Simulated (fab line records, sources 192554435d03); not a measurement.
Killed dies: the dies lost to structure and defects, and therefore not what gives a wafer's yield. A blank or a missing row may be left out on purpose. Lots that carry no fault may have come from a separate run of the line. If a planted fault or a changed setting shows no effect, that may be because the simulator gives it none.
What tool caused it? ; flow n5_finfet ; 36 wafers from 12 lots sampled at 2 of the route's 1938 steps

## WHAT THE GAUGES READ, wafer by wafer
N5_HKMG_FIN_THK_MEAS_70: measures by xrf.
lot;measured;on;HK_THK (nm)
L075;day 4 12:31;film_metro-02;1.650 1.620 1.626
L077;day 5 00:19;film_metro-02;1.605 1.607 1.625
L079;day 5 12:19;film_metro-01;1.624 1.620 1.621
L081;day 6 02:08;film_metro-02;1.615 1.602 1.627
L083;day 6 09:52;film_metro-01;1.592 1.620 1.611
L085;day 6 19:14;film_metro-01;1.625 1.629 1.612
L087;day 7 10:26;film_metro-01;1.625 1.639 1.625
L089;day 8 01:46;film_metro-02;1.572 1.568 1.600
L091;day 8 11:59;film_metro-01;1.625 1.624 1.615
L093;day 8 20:29;film_metro-02;1.589 1.587 1.566
L095;day 9 08:22;film_metro-02;1.601 1.581 1.574
L097;day 9 19:24;film_metro-02;1.625 1.646 1.622

## WHICH TOOL RAN EACH LOT (tool, then ch and the chambers of the sampled wafers, then the start)
lot;N5_HKMG_FIN_ALD_36
L075;ald_metal-03 ch 1,2,3, day 4 12:14
L077;ald_metal-02 ch 0,3, day 5 00:02
L079;ald_metal-02 ch 1,2,3, day 5 12:02
L081;ald_metal-01 ch 0,1,2, day 6 01:52
L083;ald_metal-03 ch 1,2, day 6 09:35
L085;ald_metal-03 ch 1,3, day 6 18:57
L087;ald_metal-03 ch 0,3, day 7 10:09
L089;ald_metal-01 ch 0,1,2, day 8 01:29
L091;ald_metal-02 ch 0,1,2, day 8 11:43
L093;ald_metal-01 ch 1,2, day 8 20:13
L095;ald_metal-03 ch 0,1,3, day 9 08:05
L097;ald_metal-01 ch 0,3, day 9 19:07
- N5_HKMG_FIN_ALD_36: deposits TiN, target thk 1 nm, pulse time 1 s, purge time 3 s.

## THE ANSWER, worked out from the rows above alone
Rule: what is usual is taken from the lots themselves. The widest of any qualifying gaps counts: lots, ordered by their means at a reading, are off when they make up no more than a third of the lots, leave a main group of 4 or more, and stand apart from it by 3 or more times the standard deviation of that group's means. A main group whose means are all the same, to the digits that the tables above print for the reading, isn't used. Also off: a lot with no number at a reading for which 4 or more lots have one. Any other lot the step has rows for is counted as sound.
Nothing can be told from this: no lot is off at any reading shown.

## WHAT THE SIMULATOR PUT IN
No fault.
